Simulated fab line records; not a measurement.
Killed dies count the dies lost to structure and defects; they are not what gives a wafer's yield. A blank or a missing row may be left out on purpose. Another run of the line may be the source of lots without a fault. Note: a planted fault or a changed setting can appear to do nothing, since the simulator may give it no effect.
fab line records	flow nand-harc
record: lots: 12	wafers: 36	last-day: 34
route steps=1302 shown A_ONON_D1@441 A_CHANNEL_HOLE_D1@466
lots that met no fault: from a run of the same line without faults
start-h: hours from the record's first day to the start of the lot's first wafer shown	wait-h: how many hours have passed since the lot's step before this one	" the same as in the row above	L1.1+2: one row covering several wafers at once	- either no value or no given start	* or withheld: withheld	< > ~ a bound
route shown NAME@n: a module of which the file shows steps, and the number in the route of the first	usual: mean and standard deviation over wafers with no fault	same: alike in all rows	chamber/n: place in a boat	sites: each site's reading	_std_site: their standard deviation	_edge_site: the outer-site mean with the inner-site mean subtracted	radius-mm: how far each site lies from the wafer's centre	mask NAME#n: copy n	behind: the most recent tool/chamber to have shaped the wafer	hold: the reason the lot was held/the length of the hold in hours/how it ended	device: which transistor (n, p or np) failed to switch	end of line: the route-end tests of the same wafers	for a step that has no rows: nothing shown but its recipe	killed: not the wafer's yield, but the dies lost to structure and defects at the first sort	map: dies across one wafer; x = killed, . = not, _ = none there
set.NAME: the setting that was run; set.NAME@STEP: the one run at that earlier step	model.NAME: the simulator's own value behind a step, which no gauge read
a sample of lots followed through the steps of the route, with each step as a table and each wafer as a row
services: the hour from which a tool's chamber was out of use, counted from the record's first day as start-h (under 0 if before that day), plus the number of hours and why
== steps ==
step: NHARC_A_ONON_D1_THK_MEAS_24
recipe: thk-meas-gauge: ellipsometry
usual: thk-nm: 998/9.8
lot.wafer	tool	chamber	start-h	wait-h	thk-nm
L439.1	film-metro-02	-	201.92	-	1005
L439.2	"	-	"	"	1007
L439.4	"	-	"	"	1005
L441.1	film-metro-01	-	217.42	-	979
L441.2	"	-	"	"	979
L441.4	"	-	"	"	981
L442.2	film-metro-02	-	227.72	-	1006
L442.3	"	-	"	"	1008
L442.5	"	-	"	"	1007
L443.4	film-metro-01	-	248.01	-	1012
L443.5	"	-	"	"	1012
L443.6	"	-	"	"	1011
L444.4	film-metro-01	-	261.62	-	998
L444.5	"	-	"	"	997
L444.6	"	-	"	"	998
L445.2	film-metro-02	-	261.63	-	998
L445.3	"	-	"	"	999
L445.5	"	-	"	"	999
L448.1	film-metro-01	-	289.85	-	1003
L448.3	"	-	"	"	1004
L448.4	"	-	"	"	1005
L449.4	film-metro-02	-	298.09	-	977
L449.5	"	-	"	"	979
L449.6	"	-	"	"	981
L450.2	film-metro-01	-	315.30	-	1004
L450.4	"	-	"	"	1005
L450.5	"	-	"	"	1003
L456.1	film-metro-01	-	368.28	-	992
L456.3	"	-	"	"	991
L456.4	"	-	"	"	989
L457.2	film-metro-01	-	381.25	-	989
L457.4	"	-	"	"	989
L457.5	"	-	"	"	988
L459.1	film-metro-02	-	412.68	-	988
L459.3	"	-	"	"	988
L459.5	"	-	"	"	988
step: NHARC_A_ONON_D1_THK_MEAS_34
recipe: thk-meas-gauge: ellipsometry
usual: thk-nm: 199.4/2.7
lot.wafer	tool	chamber	start-h	wait-h	thk-nm
L439.1	film-metro-02	-	203.52	-	198.4
L439.2	"	-	"	"	201.7
L439.4	"	-	"	"	205.0
L441.1	film-metro-01	-	219.10	-	194.6
L441.2	"	-	"	"	198.1
L441.4	"	-	"	"	198.8
L442.2	film-metro-02	-	229.32	-	200.0
L442.3	"	-	"	"	195.4
L442.5	"	-	"	"	201.6
L443.4	film-metro-02	-	249.63	-	201.0
L443.5	"	-	"	"	202.5
L443.6	"	-	"	"	200.9
L444.4	film-metro-01	-	263.22	-	200.6
L444.5	"	-	"	"	199.3
L444.6	"	-	"	"	200.3
L445.2	film-metro-01	-	263.24	-	200.6
L445.3	"	-	"	"	198.9
L445.5	"	-	"	"	202.5
L448.1	film-metro-01	-	291.46	-	192.9
L448.3	"	-	"	"	199.4
L448.4	"	-	"	"	205.2
L449.4	film-metro-01	-	299.70	-	198.1
L449.5	"	-	"	"	200.3
L449.6	"	-	"	"	200.7
L450.2	film-metro-01	-	317.12	-	194.9
L450.4	"	-	"	"	203.0
L450.5	"	-	"	"	195.4
L456.1	film-metro-01	-	370.07	-	201.2
L456.3	"	-	"	"	194.9
L456.4	"	-	"	"	202.1
L457.2	film-metro-01	-	382.84	-	194.5
L457.4	"	-	"	"	199.2
L457.5	"	-	"	"	201.2
L459.1	film-metro-01	-	414.44	-	198.1
L459.3	"	-	"	"	199.2
L459.5	"	-	"	"	200.9
step: NHARC_A_CHANNEL_HOLE_D1_ETCH_38
recipe: target-depth-a: 390	over-etch-frac: 0.3	time-s: 65	ion-energy-ev: 80	cf4-flow-sccm: 150	ar-flow-sccm: 0	rf-w: 300	bias-w: 100	chemistry: CF4
usual: drypump-motor-current-A: 5.7/0.35	oes-product-au: 0.998/0.0092	rf-vpp-V: 151.2/1.3	showerhead-plenum-p-Torr: 1.77/0.08	throttle-valve-pct: 13.283/0.0097
lot.wafer	tool	chamber	start-h	wait-h	drypump-motor-current-A	oes-product-au	rf-hours-counter-h	rf-vpp-V	showerhead-plenum-p-Torr	throttle-valve-pct
L439.1	rie-diel-02	3	206.46	0.1	5.8	0.995	16	148.9	1.67	13.267
L439.2	"	0	"	"	5.9	1.012	15	152.3	1.76	13.288
L439.4	"	2	"	"	5.2	0.985	-	152.9	1.89	13.282
L441.2	rie-diel-01	2	223.84	0.1	5.9	1.001	2	152.1	1.78	13.289
L441.1	"	0	"	"	5.4	0.999	2	150.4	1.73	13.303
L441.4	"	2	"	"	6.0	0.999	-	151.5	1.78	13.273
L442.2	rie-diel-02	0	232.58	0.1	5.9	1.014	0	151.6	1.76	13.282
L442.3	"	2	"	"	5.2	0.990	0	154.2	1.89	13.296
L442.5	"	3	"	"	5.8	1.005	-	149.6	1.67	13.282
L443.5	rie-diel-02	3	252.75	0.1	5.8	0.989	-	150.1	1.67	13.293
L443.4	"	0	"	"	5.9	1.008	-	152.0	1.75	13.281
L443.6	"	2	"	"	5.3	0.983	-	153.1	1.89	13.291
L445.3	rie-diel-02	0	266.32	0.1	5.9	0.997	3	151.7	1.75	13.285
L445.2	"	2	"	"	5.3	0.991	3	152.1	1.89	13.312
L445.5	"	3	"	"	5.8	0.993	-	150.2	1.67	13.293
L444.6	rie-diel-02	3	268.21	0.1	5.8	0.990	-	148.7	1.67	13.276
L444.4	"	0	"	"	5.9	1.004	-	150.4	1.75	13.284
L444.5	"	2	"	"	5.2	0.989	-	152.5	1.89	13.297
L448.4	rie-diel-01	0	294.52	0.1	5.4	0.994	27	151.9	1.72	13.302
L448.1	"	1	"	"	5.6	0.994	19	151.1	1.80	13.278
L448.3	"	2	"	"	5.9	1.004	27	150.6	1.78	13.270
L449.4	rie-diel-01	0	302.77	0.1	5.4	0.999	30	151.2	1.72	13.274
L449.6	"	3	"	"	6.2	0.995	-	149.4	1.69	13.292
L449.5	"	0	"	"	5.4	0.985	-	151.2	1.72	13.289
L450.4	rie-diel-07	1	322.89	0.1	5.3	0.989	7	153.5	1.89	13.277
L450.2	"	3	"	"	5.9	0.992	11	150.9	1.74	13.293
L450.5	"	1	"	"	5.3	0.988	-	152.9	1.89	13.290
L456.1	rie-diel-01	1	373.19	0.1	5.6	0.998	52	152.5	1.79	13.288
L456.4	"	2	"	"	5.9	1.006	58	151.3	1.77	13.275
L456.3	"	3	"	"	6.2	1.007	58	150.2	1.69	13.278
L457.2	rie-diel-02	3	387.83	0.1	5.8	0.992	12	150.9	1.67	13.290
L457.4	"	1	"	"	6.1	1.001	8	152.4	1.86	13.282
L457.5	"	2	"	"	5.2	0.994	-	153.6	1.89	13.292
L459.3	rie-diel-01	0	418.04	0.1	5.3	1.004	7	150.0	1.71	13.282
L459.1	"	1	"	"	5.6	1.010	9	151.4	1.79	13.290
L459.5	"	2	"	"	6.0	1.004	-	150.4	1.76	13.288
step: NHARC_A_CHANNEL_HOLE_D1_ETCH_22
recipe: bias-v: 3000	source-w: withheld	pressure-mtorr: 20	time-s: 666.7	ar-flow-sccm: 375	c4f8-flow-sccm: 89.3	o2-flow-sccm: 35.7	temp-c: -20	target-depth-a: 16000	chemistry: C4F8/O2/Ar
usual: drypump-motor-current-A: 5.85/0.15	showerhead-plenum-p-Torr: 3.60/0.14	throttle-valve-pct: 32.156/0.0088
lot.wafer	tool	chamber	start-h	wait-h	drypump-motor-current-A	rf-hours-counter-h	showerhead-plenum-p-Torr	throttle-valve-pct
L439.1	har-etch-01	1	208.61	0.4	5.74	103	3.54	32.174
L439.2	"	0	"	"	6.04	103	3.72	32.157
L439.4	"	0	"	"	6.01	-	3.72	32.155
L441.2	har-etch-01	1	227.90	0.4	5.71	115	3.53	32.170
L441.1	"	0	"	"	6.03	115	3.72	32.164
L441.4	"	1	"	"	5.72	-	3.53	32.158
L442.2	har-etch-01	1	236.81	0.4	5.75	123	3.53	32.158
L442.3	"	0	"	"	6.02	-	3.71	32.156
L442.5	"	0	"	"	6.04	-	3.71	32.175
L443.4	har-etch-01	0	255.16	0.4	6.01	-	3.71	32.167
L443.5	"	1	"	"	5.72	-	3.52	32.140
L443.6	"	0	"	"	6.01	-	3.71	32.162
L445.2	har-etch-01	1	268.51	0.4	5.69	134	3.52	32.171
L445.3	"	1	"	"	5.76	-	3.52	32.137
L445.5	"	0	"	"	6.03	-	3.71	32.146
L444.4	har-etch-02	0	270.61	0.4	5.95	-	3.54	32.146
L444.6	"	0	"	"	5.94	-	3.54	32.147
L444.5	"	1	"	"	5.62	-	3.41	32.168
L448.1	har-etch-01	0	296.48	0.4	6.01	154	3.70	32.144
L448.3	"	0	"	"	5.98	-	3.70	32.149
L448.4	"	1	"	"	5.72	-	3.51	32.171
L449.4	har-etch-01	0	305.01	0.4	6.01	-	3.69	32.156
L449.5	"	1	"	"	5.74	-	3.51	32.173
L449.6	"	0	"	"	6.04	-	3.69	32.160
L450.2	har-etch-01	0	324.99	0.4	5.99	169	3.69	32.162
L450.4	"	1	"	"	5.74	-	3.50	32.136
L450.5	"	0	"	"	6.01	-	3.69	32.153
L456.1	har-etch-02	1	375.15	0.4	5.63	379	3.92	32.156
L456.4	"	1	"	"	5.62	-	3.92	32.137
L456.3	"	0	"	"	5.94	-	3.51	32.144
L457.2	har-etch-01	1	389.88	0.4	5.73	207	3.48	32.137
L457.4	"	0	"	"	6.06	-	3.67	32.162
L457.5	"	1	"	"	5.70	-	3.48	32.156
L459.1	har-etch-01	1	420.13	0.4	5.72	234	3.47	32.151
L459.3	"	1	"	"	5.71	-	3.47	32.151
L459.5	"	0	"	"	6.02	-	3.65	32.142
step: NHARC_A_CHANNEL_HOLE_D1_XSEM_31
recipe: landing-energy-ev: 35000
usual: bot-cd-nm: 74.4/1.2	bow-nm: 8.52/0.23	tilt-deg: 0.08/0.045
lot.wafer	tool	chamber	start-h	wait-h	bot-cd-nm	bow-nm	tilt-deg
L439.1	xsem-02	0	213.32	0.1	73.5	8.50	0.12
L439.2	"	0	"	"	74.0	8.43	0.12
L439.4	"	0	"	"	73.0	8.42	0.12
L441.1	xsem-02	0	232.64	0.1	75.9	8.40	0.08
L441.2	"	0	"	"	75.2	8.42	0.08
L441.4	"	0	"	"	73.3	8.47	0.08
L442.2	xsem-01	0	241.55	0.1	73.8	8.60	0.05
L442.3	"	0	"	"	73.9	8.55	0.05
L442.5	"	0	"	"	73.8	8.52	0.05
L443.4	xsem-02	0	259.63	0.1	74.3	8.63	0.11
L443.5	"	0	"	"	73.6	8.63	0.11
L443.6	"	0	"	"	72.3	8.67	0.11
L445.2	xsem-02	0	273.42	0.1	76.6	8.03	0.15
L445.3	"	0	"	"	75.9	7.96	0.15
L445.5	"	0	"	"	74.4	7.99	0.15
L444.4	xsem-01	0	275.65	0.1	74.8	8.49	0.15
L444.5	"	0	"	"	74.4	8.49	0.15
L444.6	"	0	"	"	75.3	8.49	0.15
L448.1	xsem-01	0	301.22	0.1	74.2	8.80	0.06
L448.3	"	0	"	"	74.5	8.84	0.06
L448.4	"	0	"	"	72.5	8.77	0.06
L449.4	xsem-01	0	309.47	0.1	73.9	9.56	0.09
L449.5	"	0	"	"	73.3	8.63	0.09
L449.6	"	0	"	"	73.5	9.65	0.09
L450.2	xsem-01	0	329.75	0.1	75.3	10.01	0.12
L450.4	"	0	"	"	72.5	8.87	0.12
L450.5	"	0	"	"	72.4	10.05	0.12
L456.1	xsem-02	0	379.89	0.1	76.3	8.30	0.08
L456.3	"	0	"	"	77.1	8.27	0.09
L456.4	"	0	"	"	73.9	8.23	0.08
L457.2	xsem-01	0	394.54	0.1	76.1	8.66	0.02
L457.4	"	0	"	"	75.9	8.81	0.01
L457.5	"	0	"	"	75.1	8.78	0.02
L459.1	xsem-02	0	424.94	0.1	77.5	8.49	0.15
L459.3	"	0	"	"	74.8	8.48	0.14
L459.5	"	0	"	"	76.1	8.53	0.15
== services ==
tool	chamber	start-h	hours	kind
rie-diel-02	1	182.95	24.7	repair
rie-diel-02	0	196.10	-	clean
rie-diel-02	2	196.10	-	clean
rie-diel-02	3	196.10	-	clean
rie-diel-01	1	199.62	19.6	repair
rie-diel-01	-	205.41	9.0	pm
rie-diel-02	-	216.70	9.0	pm
rie-diel-02	0	216.70	9.0	vent-cycle
rie-diel-02	1	216.70	9.0	vent-cycle
rie-diel-02	2	216.70	9.0	vent-cycle
rie-diel-02	3	216.70	9.0	vent-cycle
rie-diel-02	0	225.70	-	clean
rie-diel-02	1	225.70	-	clean
rie-diel-02	2	225.70	-	clean
rie-diel-02	1	242.68	32.1	repair
rie-diel-07	-	296.83	9.0	pm
rie-diel-01	0	349.82	14.4	repair
rie-diel-07	2	364.79	12.7	repair
xsem-01	-	374.00	14.0	pm
har-etch-02	-	382.62	17.0	pm
rie-diel-01	-	383.18	9.0	pm
rie-diel-02	-	393.70	9.0	pm
rie-diel-01	0	397.08	3.2	repair
rie-diel-07	2	418.06	6.2	repair
== key ==
first-sign: step: NHARC_A_CHANNEL_HOLE_D1_XSEM_31	reading: bow-nm	direction: up	sigmas: 5.6	usual: 8.52	struck: 9.82
effect none on later readings
met-at NHARC_A_CHANNEL_HOLE_D1_ETCH_22
struck-lots L449,L450
struck-wafers L449.4,L449.6,L450.2,L450.5
tester-left-out L449,L450
not-acting-at NHARC_A_ONON_D1_THK_MEAS_24,NHARC_A_ONON_D1_THK_MEAS_34,NHARC_A_CHANNEL_HOLE_D1_ETCH_38
onset-between 296.48 305.01
fault: kind: process-parameter-drift	tool: har-etch-01	chamber: 0	onset-h: 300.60	steps: NHARC_A_CHANNEL_HOLE_D1_ETCH_22	channel: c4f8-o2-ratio	offset: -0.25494	shape: step	end-h: 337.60	acts-in: these-recipes-only	stated: 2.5
tester-left-out: of these lots the tester's yield and bins aren't shown, on N5 and GAA mostly nor the transistor test; their killed dies are dies lost to structure and defects alone, not to doping, threshold or leakage, so they don't give the yield
